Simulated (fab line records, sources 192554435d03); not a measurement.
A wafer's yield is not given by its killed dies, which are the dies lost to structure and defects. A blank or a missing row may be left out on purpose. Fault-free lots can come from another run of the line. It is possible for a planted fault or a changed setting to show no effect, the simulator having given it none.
One fault seen from 2 desks    flow n5 finfet    numbers are kept per desk, each desk with only its own; the story behind them comes last

## FOR THE TOOL OWNER'S DESK: rie diel-06
The tool's own readings at N5_BEOL_M11_STRIP_19 (strips in O2): means of the sampled wafers that have a number, for each lot that ran on this tool. A lot is out of limits, marked OUT, if its mean lies more than 4 standard deviations from the usual mean; the brackets give that distance.
Columns: A = drypump motor current A at N5_BEOL_M11_STRIP_19, usual 5.7 A; B = oes product au at N5_BEOL_M11_STRIP_19, usual 0.76 a.u.; C = rf vpp V at N5_BEOL_M11_STRIP_19, usual 3.7 V; D = showerhead plenum p Torr at N5_BEOL_M11_STRIP_19, usual 2.09 Torr; E = throttle valve pct at N5_BEOL_M11_STRIP_19, usual 16.61 %
lot   first seen here  A    B     C    D     E
L389  day 11 16:24     5.6  0.78  3.6  2.04  16.52
L392  day 12 22:46     5.6  0.69  3.2  2.09  16.93
L395  day 14 03:13     5.8  0.77  4.0  2.10  16.66
L397  day 15 06:11     5.7  0.70  3.6  2.12  17.00
L399  day 15 13:39     5.5  0.73  3.5  2.00  16.75
L401  day 15 17:09     5.4  0.79  4.5  2.09  16.27
L403  day 16 00:54     5.4  0.80  4.0  2.09  16.28
This desk's verdict: no lot among the 7 shows anything out of limits.

## METROLOGY DESK
Lot by lot, what the gauges showed, no matter which tool ran the lot: averages of those sampled wafers that carry a number. A lot is out of limits, marked OUT, if its mean lies more than 4 standard deviations from the usual mean; the brackets give that distance.
Columns: A = PAD_OVL at N5_PASSIVATION_OVL_MEAS_63, usual -2 nm
lot   first seen here  A
L384  day 12 16:23     -0
L389  day 13 16:22     -8
L390  day 14 03:19     3
L392  day 14 18:56     1
L395  day 15 22:54     -2
L396  day 16 03:30     -6
L397  day 16 21:13     8
L400  day 17 08:56     4
L399  day 17 08:59     -13
L401  day 17 13:18     -3
L403  day 17 14:44     -1
L406  day 18 23:49     -5
This desk's verdict: no lot among the 12 shows anything out of limits.

## TAKEN TOGETHER
The desk of the tool owner found nothing out of limits.
Nothing out of limits was seen by the metrology desk.

## WHAT HAD BEEN PUT IN BY THE SIMULATOR
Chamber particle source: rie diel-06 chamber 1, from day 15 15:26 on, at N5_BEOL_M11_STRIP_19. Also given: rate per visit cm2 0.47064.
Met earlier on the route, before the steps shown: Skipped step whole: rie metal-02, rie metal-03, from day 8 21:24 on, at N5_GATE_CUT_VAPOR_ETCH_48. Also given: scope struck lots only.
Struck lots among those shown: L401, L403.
